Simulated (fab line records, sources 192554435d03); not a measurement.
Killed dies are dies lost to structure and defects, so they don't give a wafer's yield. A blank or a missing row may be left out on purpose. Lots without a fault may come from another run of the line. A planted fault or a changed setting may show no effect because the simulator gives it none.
Chamber matching | flow n5_finfet | N5_BEOL_M15_ETCH_57 on rie_diel-05: 3 sister chambers
The step etches SOC in N2/H2, time 750 s. 14 wafers are shown with their chamber, then 4 later ones without.

WAFERS WITH THEIR CHAMBER
wafer  | chamber | showerhead_plenum_p_Torr (Torr) | oes_product_au (a.u.) | rf_vpp_V (V)
L074.1 | 3       | 2.71                            | 0.93                  | 528.2
L074.3 | 1       | 2.42                            | 0.75                  | 522.0
L074.4 | 0       | 2.65                            | 0.81                  | 526.8
L089.1 | 3       | 2.71                            | 0.90                  | 528.3
L089.4 | 1       | 2.42                            | 0.73                  | 521.2
L089.5 | 3       | 2.71                            | 0.89                  | 527.9
L081.1 | 0       | 2.65                            | 0.79                  | 528.6
L081.3 | 1       | 2.42                            | 0.73                  | 519.5
L081.4 | 0       | 2.65                            | 0.78                  | 526.9
L087.1 | 0       | 2.65                            | 0.79                  | 525.5
L087.5 | 0       | 2.65                            | 0.79                  | 528.0
L087.6 | 3       | 2.71                            | 0.89                  | 528.5
L093.3 | 0       | 2.64                            | 0.79                  | 528.1
L093.5 | 1       | 2.41                            | 0.72                  | 520.8

SIGNATURES (means of the wafers above)
reading                  | chamber 0 | chamber 1 | chamber 3 | scatter within a chamber
showerhead_plenum_p_Torr | 2.6483    | 2.4175    | 2.7100    | 0.00379
oes_product_au           | 0.7917    | 0.7325    | 0.9025    | 0.0136
rf_vpp_V                 | 527.317   | 520.875   | 528.225   | 0.95
Rule: a wafer's distance from a chamber is the root of the sum, over the readings, of the square of ((its reading less the chamber's mean) divided by the reading's scatter). The wafer belongs to the nearest chamber; if the next one is less than 2 further off, it can't be placed. The scatter: the root of (the sum of the squares of (reading less its chamber's mean) over the shown wafers, divided by (wafers less chambers)).

WAFERS WITHOUT THEIR CHAMBER
wafer  | showerhead_plenum_p_Torr (Torr) | oes_product_au (a.u.) | rf_vpp_V (V)
L092.2 | 2.70                            | 0.88                  | 528.2
L092.5 | 2.41                            | 0.73                  | 521.1
L097.5 | 2.70                            | 0.86                  | 529.8
L097.6 | 2.64                            | 0.77                  | 526.9

WHICH CHAMBER EACH WENT THROUGH
wafer  | from the rows above | in truth
L092.2 | 3                   | 3
L092.5 | 1                   | 1
L097.5 | 3                   | 3
L097.6 | 0                   | 0
Placed correctly: 4 of 4. Can't be placed from these rows: 0. Placed wrongly: 0.
